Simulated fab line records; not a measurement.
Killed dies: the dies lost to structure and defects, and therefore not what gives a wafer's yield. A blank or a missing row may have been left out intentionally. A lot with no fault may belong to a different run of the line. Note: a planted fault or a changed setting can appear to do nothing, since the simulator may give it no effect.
Shared-tool check :: flow n5-finfet :: 8 lots and 24 wafers in the sample

## REASON FOR OPENING
Flagged at N5_BEOL_M11_CD_MEAS_28: reading cd-nm, on 2 of 8 lots. Fault-free wafers read 69.9 nm, with a standard deviation of 0.89.
Rule: flag the lot when none of its wafers has a number, or when each of its wafers that has one lies beyond 4 standard deviations from that mean. As for the other lots, they are considered sound.

lot: L468
measured: day 10 10:37
on: cd-sem-01
cd-nm (nm), wafer by wafer: 70.7 70.4 70.5
flag: 

lot: L474
measured: day 12 05:46
on: cd-sem-01
cd-nm (nm), wafer by wafer: 68.5 68.5 69.2
flag: 

lot: L473
measured: day 12 05:57
on: cd-sem-01
cd-nm (nm), wafer by wafer: 69.1 69.1 68.5
flag: 

lot: L483
measured: day 13 20:10
on: cd-sem-03
cd-nm (nm), wafer by wafer: 82.8 83.2 83.1
flag: FLAGGED

lot: L482
measured: day 13 23:59
on: cd-sem-02
cd-nm (nm), wafer by wafer: 79.5 79.6 78.7
flag: FLAGGED

lot: L484
measured: day 14 17:24
on: cd-sem-03
cd-nm (nm), wafer by wafer: 71.3 69.6 70.4
flag: 

lot: L486
measured: day 15 00:38
on: cd-sem-02
cd-nm (nm), wafer by wafer: 70.8 69.0 69.4
flag: 

lot: L489
measured: day 16 01:31
on: cd-sem-03
cd-nm (nm), wafer by wafer: 70.8 69.7 70.8
flag: 
Average over the flagged lots: 81.2 nm; offset from the usual +11.2 nm, equal to +13 standard deviations.

## LOT BY LOT: THE TOOL USED
Before the reading, the record contains 3 process steps out of a 1938-step route. Every cell lists first the tool, next ch and the chambers used by the sampled wafers, and last the start.
lot: L468
flag: 
N5_BEOL_M11_ETCH_61: rie-diel-02 ch 0,2, day 10 08:20
N5_BEOL_M11_STRIP_19: rie-diel-02 ch 0,1,3, day 10 08:46
N5_BEOL_M11_EXPOSE_25: arfi-scanner-03 ch 0, day 10 10:29

lot: L474
flag: 
N5_BEOL_M11_ETCH_61: rie-diel-02 ch 0,1,2, day 12 03:17
N5_BEOL_M11_STRIP_19: rie-diel-01 ch 0,2,3, day 12 03:56
N5_BEOL_M11_EXPOSE_25: arfi-scanner-02 ch 0, day 12 05:39

lot: L473
flag: 
N5_BEOL_M11_ETCH_61: rie-diel-06 ch 1,2, day 12 03:22
N5_BEOL_M11_STRIP_19: rie-diel-01 ch 0,1, day 12 03:59
N5_BEOL_M11_EXPOSE_25: arfi-scanner-03 ch 0, day 12 05:49

lot: L483
flag: FLAGGED
N5_BEOL_M11_ETCH_61: rie-diel-01 ch 1,2,3, day 13 19:18
N5_BEOL_M11_STRIP_19: rie-diel-02 ch 0,1,3, day 13 19:39
N5_BEOL_M11_EXPOSE_25: arfi-scanner-03 ch 0, day 13 20:02

lot: L482
flag: FLAGGED
N5_BEOL_M11_ETCH_61: rie-diel-06 ch 1,2,3, day 13 22:47
N5_BEOL_M11_STRIP_19: rie-diel-01 ch 0,1,2, day 13 23:08
N5_BEOL_M11_EXPOSE_25: arfi-scanner-03 ch 0, day 13 23:52

lot: L484
flag: 
N5_BEOL_M11_ETCH_61: rie-diel-06 ch 0,2,3, day 14 13:58
N5_BEOL_M11_STRIP_19: rie-diel-02 ch 1,2,3, day 14 14:19
N5_BEOL_M11_EXPOSE_25: arfi-scanner-01 ch 0, day 14 17:16

lot: L486
flag: 
N5_BEOL_M11_ETCH_61: rie-diel-02 ch 1,2,3, day 14 23:41
N5_BEOL_M11_STRIP_19: rie-diel-06 ch 0,1,3, day 15 00:02
N5_BEOL_M11_EXPOSE_25: arfi-scanner-02 ch 0, day 15 00:31

lot: L489
flag: 
N5_BEOL_M11_ETCH_61: rie-diel-01 ch 0,2, day 16 00:17
N5_BEOL_M11_STRIP_19: rie-diel-01 ch 0,2,3, day 16 00:38
N5_BEOL_M11_EXPOSE_25: arfi-scanner-02 ch 0, day 16 01:23
These steps, and what they do:
- N5_BEOL_M11_ETCH_61: etches SiARC in CF4, target depth 39 nm, time 65 s.
- N5_BEOL_M11_STRIP_19: strips in O2.
- N5_BEOL_M11_EXPOSE_25: exposes mask V10.
- N5_BEOL_M11_CD_MEAS_28: target cd 70 nm.

## FLAGGED AGAINST TOTAL, ONE TOOL AT A TIME (gauges that did the reading follow at the end)
step: N5_BEOL_M11_ETCH_61
tool: rie-diel-01
lots run: 2
flagged: 1
share of the flagged lots: some
sound lots run after its first flagged lot: 1 (L489)

step: N5_BEOL_M11_ETCH_61
tool: rie-diel-02
lots run: 3
flagged: 0
share of the flagged lots: none
sound lots run after its first flagged lot: -

step: N5_BEOL_M11_ETCH_61
tool: rie-diel-06
lots run: 3
flagged: 1
share of the flagged lots: some
sound lots run after its first flagged lot: 1 (L484)

step: N5_BEOL_M11_STRIP_19
tool: rie-diel-01
lots run: 4
flagged: 1
share of the flagged lots: some
sound lots run after its first flagged lot: 1 (L489)

step: N5_BEOL_M11_STRIP_19
tool: rie-diel-02
lots run: 3
flagged: 1
share of the flagged lots: some
sound lots run after its first flagged lot: 1 (L484)

step: N5_BEOL_M11_STRIP_19
tool: rie-diel-06
lots run: 1
flagged: 0
share of the flagged lots: none
sound lots run after its first flagged lot: -

step: N5_BEOL_M11_EXPOSE_25
tool: arfi-scanner-01
lots run: 1
flagged: 0
share of the flagged lots: none
sound lots run after its first flagged lot: -

step: N5_BEOL_M11_EXPOSE_25
tool: arfi-scanner-02
lots run: 3
flagged: 0
share of the flagged lots: none
sound lots run after its first flagged lot: -

step: N5_BEOL_M11_EXPOSE_25
tool: arfi-scanner-03
lots run: 4
flagged: 2
share of the flagged lots: all
sound lots run after its first flagged lot: 0

step: N5_BEOL_M11_CD_MEAS_28
tool: cd-sem-01
lots run: 3
flagged: 0
share of the flagged lots: none
sound lots run after its first flagged lot: -

step: N5_BEOL_M11_CD_MEAS_28
tool: cd-sem-02
lots run: 2
flagged: 1
share of the flagged lots: some
sound lots run after its first flagged lot: 1 (L486)

step: N5_BEOL_M11_CD_MEAS_28
tool: cd-sem-03
lots run: 3
flagged: 1
share of the flagged lots: some
sound lots run after its first flagged lot: 2 (L484,L489)

## THE TABLE: WHAT IT ALLOWS
Rows of the table that ran each flagged lot: 1, that is arfi-scanner-03 at N5_BEOL_M11_EXPOSE_25.
- arfi-scanner-03 at N5_BEOL_M11_EXPOSE_25 ran 4 lots, 2 of them flagged. A fault beginning between L473 (day 12 05:49), its last sound lot, and L483 (day 13 20:02), its first flagged one, fits the data. Its own readings (exposure-dose-mJ-cm2) fall more than 4 standard deviations out on all wafers of the flagged lots.
arfi-scanner-03 at N5_BEOL_M11_EXPOSE_25 is the single tool remaining.

## WHAT HAD BEEN PUT IN BY THE SIMULATOR
Drift in process parameters on arfi-scanner-03 at N5_BEOL_M11_EXPOSE_25, starting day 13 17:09. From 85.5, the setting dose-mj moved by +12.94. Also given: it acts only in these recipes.
Struck lots among those shown: L483, L482. The rule above found the same.
